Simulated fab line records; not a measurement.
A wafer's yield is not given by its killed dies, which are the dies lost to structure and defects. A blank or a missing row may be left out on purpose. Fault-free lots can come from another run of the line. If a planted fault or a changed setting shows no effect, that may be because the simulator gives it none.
fab line records	flow n5_finfet
[record] lots = 7	wafers = 21	last_day = 21
route steps=1938 shown BEOL_M9@1454 PASSIVATION@1936
lots that met no fault: taken from a fault-free run of the same line
start_h: hours from the record's first day to the start of the lot's first wafer shown	wait_h: hours since the lot's step before	" the same as in the row above	L1.1+2: a single row standing in for several wafers	- either no value or no given start	* or withheld: withheld	< > ~ a bound
route shown NAME@n: a module of which the file shows steps, and the number in the route of the first	usual: the fault-free wafers' mean and standard deviation	same: alike in all rows	chamber/n: place in a boat	sites: readings site by site	_std_site: the values' standard deviation	_edge_site: the outer-site mean with the inner-site mean subtracted	radius_mm: how far each site lies from the wafer's centre	mask NAME#n: copy n	behind: the tool/chamber that last shaped the wafer	hold: what put the lot on hold/how long, in hours/how the hold closed	device: names the non-switching transistor (n, p or np)	end of line: the same wafers' tests at the end of the route	a step given without rows: its recipe and nothing more	killed: dies that structure and defects cost at the first sort, which is not the same as the wafer's yield	map: a wafer's dies, marking killed ones x, the rest . and places with no die _
set.NAME: the run value of the setting; set.NAME@STEP: its run value at that earlier step	model.NAME: the simulator's own value behind a step, which no gauge read
lots at selected steps of the route; one table per step, one row per wafer
services: from which hour (start_h, from the record's first day; less than 0 if before it) a tool's chamber was out of use, for how many hours, and why
[[steps]]
[step N5_BEOL_M9_CD_MEAS_35]
[recipe] target_cd_nm = 70	target_cd_y_nm = 40	polarity = opening
[usual] cd_nm = 69.9/0.88
lot.wafer	tool	chamber	start_h	wait_h	cd_nm
L929.2	cd_sem-01	-	321.72	0.0	70.0
L929.3	"	-	"	"	68.8
L929.6	"	-	"	"	70.3
L932.2	cd_sem-03	-	330.58	0.0	70.8
L932.3	"	-	"	"	69.2
L932.5	"	-	"	"	71.3
L945.1	cd_sem-01	-	388.33	0.0	69.6
L945.2	"	-	"	"	69.8
L945.5	"	-	"	"	71.4
L941.3	cd_sem-03	-	397.60	0.0	69.5
L941.4	"	-	"	"	70.4
L941.5	"	-	"	"	70.8
L942.2	cd_sem-02	-	398.00	0.0	69.4
L942.3	"	-	"	"	70.3
L942.4	"	-	"	"	70.8
L950.2	cd_sem-03	-	434.53	0.0	70.8
L950.3	"	-	"	"	69.7
L950.4	"	-	"	"	68.8
L951.1	cd_sem-03	-	447.96	0.0	68.5
L951.4	"	-	"	"	70.5
L951.5	"	-	"	"	69.4
[step N5_BEOL_M9_CURE_72]
[recipe] temp_c = 370	time_s = 120	ambient = DMADMS/He	material = SiCOH_lowk
[usual] lamp_power_pct = 52.32/0.053	wafer_temp_C_max = 371.5/0.52
lot.wafer	tool	chamber	start_h	wait_h	lamp_power_pct	wafer_temp_C_max
L929.2	uv_cure-03	0	321.81	0.1	52.37	371.6
L929.3	"	0	"	"	52.33	371.3
L929.6	"	0	"	"	52.31	372.1
L932.2	uv_cure-01	2	330.78	0.2	52.24	371.0
L932.3	"	2	"	"	52.24	371.0
L932.5	"	2	"	"	52.38	370.8
L945.1	uv_cure-03	0	388.38	0.0	52.30	371.2
L945.2	"	0	"	"	52.30	371.6
L945.5	"	0	"	"	52.23	371.4
L941.3	uv_cure-02	2	397.74	0.1	52.30	371.9
L941.4	"	2	"	"	52.25	370.9
L941.5	"	2	"	"	52.31	371.8
L942.2	uv_cure-01	2	398.09	0.1	52.35	371.0
L942.3	"	2	"	"	52.43	370.8
L942.4	"	2	"	"	52.38	370.5
L950.2	uv_cure-01	2	434.62	0.1	52.36	371.7
L950.3	"	2	"	"	52.31	371.1
L950.4	"	2	"	"	52.33	371.1
L951.1	uv_cure-03	0	448.00	0.0	52.33	372.0
L951.4	"	0	"	"	52.37	372.0
L951.5	"	0	"	"	52.33	371.9
[step N5_BEOL_M9_DEGAS_44]
[recipe] ambient = vacuum	temp_c = 250	time_s = 60
[usual] heater_power_w = 331/45
lot.wafer	tool	chamber	start_h	wait_h	heater_power_w
L929.2	pvd_sputter-03	-	322.21	0.4	308
L929.3	"	-	"	"	312
L929.6	"	-	"	"	363
L932.2	pvd_sputter-02	-	331.09	0.3	413
L932.3	"	-	"	"	318
L932.5	"	-	"	"	277
L945.1	pvd_sputter-02	-	388.78	0.4	315
L945.2	"	-	"	"	320
L945.5	"	-	"	"	277
L941.3	pvd_sputter-01	-	398.34	0.6	302
L941.4	"	-	"	"	279
L941.5	"	-	"	"	278
L942.2	pvd_sputter-02	-	398.57	0.4	303
L942.3	"	-	"	"	319
L942.4	"	-	"	"	274
L950.2	pvd_sputter-02	-	434.91	0.2	396
L950.3	"	-	"	"	270
L950.4	"	-	"	"	318
L951.1	pvd_sputter-01	-	448.48	0.4	305
L951.4	"	-	"	"	400
L951.5	"	-	"	"	405
[step N5_BEOL_M9_PRE_CLEAN_45]
[recipe] gas = H2/He	time_s = 30	temp_c = 250
[step N5_BEOL_M9_ALD_74]
[recipe] material = TaN	target_thk_a = 20	temp_c = 275	ald_precursor_family = PDMAT	ald_co_reactant = NH3	pressure_torr = 3	carrier_flow_sccm = 1500	pulse_time_s = 2	purge_time_s = 3	co_reactant_purge_time_s = 2	co_reactant_pulse_time_s = 3	ald_cycles = 40	precursor_vessel_temp_c = 75	precursor_vessel_pressure_torr = 26.25	precursor_vessel_carrier_sccm = 1000
[step N5_BEOL_M9_SURFACE_TREAT_79]
[recipe] gas = Ar	time_s = *	ion_energy_ev = *	ion_current_ma_cm2 = 0.5	pressure_mtorr = *	ar_flow_sccm = 30
[usual] throttle_valve_pct = *
lot.wafer	tool	chamber	start_h	wait_h	throttle_valve_pct
L929.2	pvd_sputter-03	-	322.77	0.3	*
L929.3	"	-	"	"	*
L929.6	"	-	"	"	*
L932.2	pvd_sputter-02	-	331.65	0.3	*
L932.3	"	-	"	"	*
L932.5	"	-	"	"	*
L945.1	pvd_sputter-02	-	389.34	0.2	*
L945.2	"	-	"	"	*
L945.5	"	-	"	"	*
L941.3	pvd_sputter-02	-	398.97	0.4	*
L941.4	"	-	"	"	*
L941.5	"	-	"	"	*
L942.2	pvd_sputter-02	-	399.15	0.2	*
L942.3	"	-	"	"	*
L942.4	"	-	"	"	*
L950.2	pvd_sputter-02	-	435.47	0.2	*
L950.3	"	-	"	"	*
L950.4	"	-	"	"	*
L951.1	pvd_sputter-01	-	449.18	0.5	*
L951.4	"	-	"	"	*
L951.5	"	-	"	"	*
[step N5_BEOL_M9_CVD_78]
[recipe] material = Co	target_thk_a = 20	temp_c = withheld	precursor = CCTBA/H2	pressure_torr = 30	time_s = 138.9
[step N5_BEOL_M9_SPUTTER_48]
[recipe] material = Cu	target_thk_a = 120	temp_c = -20	bias_v = 60	power_w = 26000	chamber_pressure_pa = 0.13	time_s = 2
[step N5_BEOL_M9_ECD_50]
[recipe] material = Cu	target_thk_a = 3180
[step N5_BEOL_M9_ANNEAL_51]
[recipe] temp_c = 225	time_s = 90	ambient = N2
[usual] wafer_temp_C_max = 225.85/0.23
lot.wafer	tool	chamber	start_h	wait_h	wafer_temp_C_max
L929.2	rtp_anneal-02	0	323.90	0.7	225.80
L929.3	"	0	"	"	226.20
L929.6	"	0	"	"	225.80
L932.2	rtp_anneal-02	0	332.36	0.2	226.22
L932.3	"	0	"	"	225.71
L932.5	"	0	"	"	225.63
L945.1	rtp_anneal-01	0	390.90	0.4	225.76
L945.2	"	0	"	"	226.02
L945.5	"	0	"	"	226.12
L941.3	rtp_anneal-01	0	399.90	0.5	225.80
L941.4	"	0	"	"	225.87
L941.5	"	0	"	"	225.86
L942.2	rtp_anneal-01	0	401.64	0.3	225.73
L942.3	"	0	"	"	226.04
L942.4	"	0	"	"	225.92
L950.2	rtp_anneal-01	0	437.55	0.1	225.58
L950.3	"	0	"	"	225.95
L950.4	"	0	"	"	225.64
L951.1	rtp_anneal-01	0	449.65	0.1	225.90
L951.4	"	0	"	"	225.62
L951.5	"	0	"	"	225.72
[step N5_BEOL_M9_CMP_52]
[recipe] stop_on = SiCOH_lowk	t_overpolish_s = 7	down_force_psi = 1	platen_rpm = 50	clearing_platen_down_force_psi = 1.5	clearing_platen_rpm = 50	post_cmp_clean = cu_alkaline	target_thk_nm = 140	clearing_platen_pad_velocity_m_s = 0.99484	pad_velocity_m_s = 0.99484
[step N5_BEOL_M9_THK_MEAS_53]
[recipe] thk_meas_gauge = xrf	reads = Cu_of_BEOL_M9_ECD_50
[usual] M9_THK = 135/3.2
lot.wafer	tool	chamber	start_h	wait_h	M9_THK[nm]
L929.2	film_metro-02	-	324.52	-	131
L929.3	"	-	"	"	139
L929.6	"	-	"	"	137
L932.2	film_metro-01	-	332.91	-	141
L932.3	"	-	"	"	136
L932.5	"	-	"	"	135
L945.1	film_metro-02	-	391.51	0.2	134
L945.2	"	-	"	"	133
L945.5	"	-	"	"	132
L941.3	film_metro-01	-	400.40	-	132
L941.4	"	-	"	"	130
L941.5	"	-	"	"	134
L942.2	film_metro-01	-	402.19	-	135
L942.3	"	-	"	"	133
L942.4	"	-	"	"	139
L950.2	film_metro-01	-	438.10	-	136
L950.3	"	-	"	"	133
L950.4	"	-	"	"	133
L951.1	film_metro-02	-	450.24	-	134
L951.4	"	-	"	"	137
L951.5	"	-	"	"	137
[step N5_BEOL_M9_PRE_CLEAN_55]
[recipe] gas = NH3	time_s = 15	temp_c = withheld	rf_power_w = 300
[usual] rf_fwd_power_W = 295.3/1.7
lot.wafer	tool	chamber	start_h	wait_h	rf_fwd_power_W
L929.2	pecvd-03	0	324.55	0.0	298.7
L929.3	"	1	"	"	296.6
L929.6	"	1	"	"	295.3
L932.2	pecvd-02	1	332.95	0.0	294.4
L932.3	"	2	"	"	294.0
L932.5	"	0	"	"	294.0
L945.1	pecvd-02	0	391.54	0.0	269.5
L945.2	"	1	"	"	269.6
L945.5	"	0	"	"	268.7
L941.3	pecvd-02	2	400.45	0.0	270.1
L941.4	"	0	"	"	271.3
L941.5	"	0	"	"	270.9
L942.2	pecvd-02	2	402.23	0.0	272.3
L942.3	"	0	"	"	270.1
L942.4	"	2	"	"	272.6
L950.2	pecvd-04	0	438.13	0.0	295.0
L950.3	"	2	"	"	293.8
L950.4	"	2	"	"	291.4
L951.1	pecvd-04	1	450.27	0.0	296.9
L951.4	"	1	"	"	295.6
L951.5	"	0	"	"	296.5
[step N5_BEOL_M9_DEP_56]
[recipe] material = SiCN	target_thk_a = 150	temp_c = withheld	precursor = 3MS/NH3	pressure_torr = 3	rf_w = 202	time_s = 26.5
[usual] showerhead_plenum_p_Torr = 3.663/0.013	throttle_valve_pct = 9.2/0.3
lot.wafer	tool	chamber	start_h	wait_h	showerhead_plenum_p_Torr	throttle_valve_pct
L929.2	pecvd-03	0	324.58	0.0	3.661	9.5
L929.3	"	1	"	"	3.654	9.6
L929.6	"	1	"	"	3.651	9.7
L932.2	pecvd-02	1	332.97	0.0	3.652	9.5
L932.3	"	2	"	"	3.675	8.8
L932.5	"	0	"	"	3.657	9.0
L945.1	pecvd-02	0	391.57	0.0	3.679	9.1
L945.2	"	1	"	"	3.663	9.5
L945.5	"	0	"	"	3.662	9.2
L941.3	pecvd-02	2	400.50	0.0	3.665	9.3
L941.4	"	0	"	"	3.665	9.2
L941.5	"	0	"	"	3.669	9.2
L942.2	pecvd-02	2	402.26	0.0	3.671	9.0
L942.3	"	0	"	"	3.663	9.5
L942.4	"	2	"	"	3.682	9.1
L950.2	pecvd-04	0	438.16	0.0	3.647	9.4
L950.3	"	2	"	"	3.677	8.9
L950.4	"	2	"	"	3.671	8.7
L951.1	pecvd-04	1	450.30	0.0	3.643	9.5
L951.4	"	1	"	"	3.648	9.4
L951.5	"	0	"	"	3.648	9.3
[step N5_PASSIVATION_PROBE_49]
[usual] defect_limited_yield = 91.1/1.4	killed_at_M0_to_M3 = 34/9.6	killed_at_M4_up = 15/5.3	killed_at_contacts = 12/6.1	killed_at_front_end = 40/11	killed_at_other = 3.5/2.8	killed_dies = 105/17	killed_open = 70/12	killed_short = 34/7.7	sort_bin_5_function = 5.2/0.97	sort_bin_6_memory = 3.4/0.62	sort_n_pass = 1075/17	sort_yield_pct = 91.1/1.4
[same] gross_dies = 1180	killed_at_back_side = 0	sort_bin_4_leakage[%] = 0	sort_bin_8_speed[%] = 0
lot.wafer	tool	chamber	start_h	wait_h	defect_limited_yield[%]	killed_at_M0_to_M3	killed_at_M4_up	killed_at_contacts	killed_at_front_end	killed_at_other	killed_dies	killed_open	killed_short	sort_bin_5_function[%]	sort_bin_6_memory[%]	sort_n_pass	sort_yield_pct[%]
L932.2	prober-02	-	391.43	0.1	91.1	39	14	19	29	4	105	70	35	5.5	3.1	1075	91.1
L932.3	prober-02	-	391.48	0.1	91.9	35	13	10	37	1	96	60	35	5.3	2.8	1084	91.9
L932.5	prober-02	-	391.58	0.2	92.7	29	21	7	28	1	86	63	23	4.5	2.6	1094	92.7
L945.1	prober-02	-	449.85	0.0	89.6	33	11	13	62	4	123	69	38	4.7	4.2	1057	89.6
L945.2	prober-02	-	449.90	0.1	91.5	21	13	7	55	4	100	74	25	4.7	3.5	1080	91.5
L945.5	prober-02	-	450.05	0.2	89.3	38	12	3	69	4	126	68	38	5.0	3.6	1054	89.3
L941.3	prober-01	-	454.57	0.4	88.6	43	17	22	48	4	134	89	39	6.3	4.3	1046	88.6
L941.4	prober-01	-	454.62	0.4	91.4	44	5	10	40	3	102	62	40	4.7	3.7	1078	91.4
L941.5	prober-01	-	454.67	0.5	91.9	36	11	18	31	0	96	66	29	5.1	2.9	1084	91.9
L942.2	prober-02	-	462.19	0.1	91.3	21	31	3	46	2	103	69	25	4.6	3.4	1077	91.3
L942.3	prober-02	-	462.24	0.1	89.9	37	22	9	50	1	119	89	28	6.6	3.3	1061	89.9
L942.4	prober-02	-	462.29	0.2	90.0	42	20	8	40	8	118	72	46	6.4	3.4	1062	90.0
// killed by level:class
L932.2 BEOL_M1:geometric_particle:open=15 MOL_CONTACT_COAG:geometric_particle:open=12 MOL_CONTACT_COAG:geometric_particle:short=7 BEOL_M0_SAQP:geometric_particle:open=6 STI_FIN_REVEAL:geometric_particle:open=5 BEOL_M0_SAQP:geometric_particle:short=5 BEOL_M3:geometric_particle:open=5 BEOL_M4:geometric_particle:open=5
L932.3 BEOL_M1:geometric_particle:open=16 ILD0:geometric_particle:short=9 MOL_CONTACT_COAG:geometric_particle:open=8 GATE_CUT:geometric_particle:short=6 STI_FIN_REVEAL:geometric_particle:open=5 DUMMY_GATE:geometric_particle:open=5 BEOL_M3:geometric_particle:short=4 BEOL_M0_SAQP:geometric_particle:open=4
L932.5 STI_FIN_REVEAL:geometric_particle:open=11 BEOL_M3:geometric_particle:open=10 MOL_CONTACT_COAG:geometric_particle:open=6 BEOL_M4:geometric_particle:open=6 BEOL_M0_SAQP:geometric_particle:short=5 BEOL_M4:geometric_particle:short=5 DUMMY_GATE:geometric_particle:open=3 BEOL_M0_SAQP:geometric_particle:open=3
L945.1 HKMG_FIN:area_etch=15 FIN_SAQP:geometric_particle:open=13 FIN_SAQP:geometric_particle:short=12 MOL_CONTACT_COAG:geometric_particle:open=11 STI_FIN_REVEAL:geometric_particle:open=9 BEOL_M3:geometric_particle:open=9 BEOL_M2:geometric_particle:open=7 BEOL_M4:geometric_particle:open=7
L945.2 STI_FIN_REVEAL:geometric_particle:open=18 FIN_SAQP:geometric_particle:open=16 MOL_CONTACT_COAG:geometric_particle:open=6 STARTING-WAFER:geometric_particle:short=6 FIN_SAQP:geometric_particle:short=5 BEOL_M0_SAQP:geometric_particle:short=5 STI_FIN_REVEAL:geometric_particle:short=4 DUMMY_GATE:geometric_particle:open=4
L945.5 HKMG_FIN:area_etch=19 FIN_SAQP:geometric_particle:open=12 FIN_SAQP:geometric_particle:short=12 BEOL_M1:geometric_particle:open=8 BEOL_M2:geometric_particle:open=8 BEOL_M0_SAQP:geometric_particle:short=7 ILD0:geometric_particle:open=6 STI_FIN_REVEAL:geometric_particle:open=5
L941.3 MOL_CONTACT_COAG:geometric_particle:open=18 BEOL_M4:geometric_particle:open=12 BEOL_M1:geometric_particle:open=10 BEOL_M2:geometric_particle:open=8 FIN_SAQP:geometric_particle:open=7 FIN_SAQP:geometric_particle:short=7 BEOL_M3:geometric_particle:open=6 STARTING-WAFER:geometric_particle:open=6
L941.4 FIN_SAQP:geometric_particle:short=12 FIN_SAQP:geometric_particle:open=9 BEOL_M2:geometric_particle:open=8 BEOL_M0:geometric_particle:open=7 BEOL_M3:geometric_particle:open=7 MOL_CONTACT_COAG:geometric_particle:open=6 STI_FIN_REVEAL:geometric_particle:open=4 MOL_CONTACT_COAG:geometric_particle:short=4
L941.5 MOL_CONTACT_COAG:geometric_particle:open=14 BEOL_M2:geometric_particle:open=14 BEOL_M1:geometric_particle:open=10 FIN_SAQP:geometric_particle:short=7 FIN_SAQP:geometric_particle:open=6 GATE_CUT:geometric_particle:open=5 STI_FIN_REVEAL:geometric_particle:open=4 MOL_CONTACT_COAG:geometric_particle:short=4
L942.2 BEOL_M4:geometric_particle:open=16 STI_FIN_REVEAL:geometric_particle:open=12 BEOL_M3:geometric_particle:open=12 FIN_SAQP:geometric_particle:short=8 HKMG_FIN:area_etch=8 FIN_SAQP:geometric_particle:open=6 BEOL_M4:geometric_particle:short=4 DUMMY_GATE:geometric_particle:open=3
L942.3 STI_FIN_REVEAL:geometric_particle:open=28 BEOL_M0_SAQP:geometric_particle:open=9 BEOL_M3:geometric_particle:open=9 MOL_CONTACT_COAG:geometric_particle:open=8 BEOL_M1:geometric_particle:open=7 BEOL_M0_SAQP:geometric_particle:short=6 BEOL_M7:geometric_particle:short=5 FIN_SAQP:geometric_particle:short=4
L942.4 STI_FIN_REVEAL:geometric_particle:open=19 BEOL_M3:geometric_particle:open=13 BEOL_M4:geometric_particle:open=12 BEOL_M2:geometric_particle:short=9 MOL_CONTACT_COAG:geometric_particle:open=7 FIN_SAQP:geometric_particle:short=6 BEOL_M1:geometric_particle:short=6 GATE_CUT:geometric_particle:short=5
[[services]]
tool	chamber	start_h	hours	kind
pecvd-04	1	306.59	4.1	repair
pecvd-02	-	324.36	0.8	repair
pecvd-04	-	324.90	0.8	repair
uv_cure-03	-	343.02	0.3	repair
pecvd-04	2	355.79	2.1	scheduled_down
pecvd-02	2	355.98	11.3	repair
pecvd-04	-	364.73	5.5	pm
uv_cure-01	-	373.82	22.2	pm
pecvd-04	2	373.85	5.0	scheduled_down
uv_cure-03	-	398.34	2.8	pm
pecvd-02	1	403.96	-	clean
pecvd-02	1	403.96	-	consumable_replace:showerhead
pecvd-02	1	403.96	29.0	scheduled_down
pecvd-02	1	403.96	29.0	vent_cycle
uv_cure-03	-	407.17	24.9	pm
pvd_sputter-02	-	409.67	7.3	repair
pecvd-04	0	414.13	6.0	repair
pvd_sputter-01	-	426.95	3.4	repair
pecvd-03	2	444.22	19.8	repair
uv_cure-01	-	449.27	3.2	repair
[[key]]
[first_sign] step = N5_BEOL_M9_PRE_CLEAN_55	reading = rf_fwd_power_W	direction = down	sigmas = 14	usual = *	struck = *
effect none on later readings
met_at N5_BEOL_M9_PRE_CLEAN_55
struck_wafers L941.3,L941.4,L941.5,L942.2,L942.3,L942.4,L945.1,L945.2,L945.5
[baseline_loss] step = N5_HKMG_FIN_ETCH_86	wafers = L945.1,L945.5
onset_between 332.95 391.54
[fault] kind = process_parameter_drift	tool = pecvd-02	chamber = -	onset_h = 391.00	steps = N5_BEOL_M9_PRE_CLEAN_55	channel = rf_power_w	offset = *	shape = step	end_h = 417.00	acts_in = *	stated = *
// baseline_loss: these wafers lose ten dies or more at that step, a loss of the line's own and not of a fault; the sort's usual values leave them out
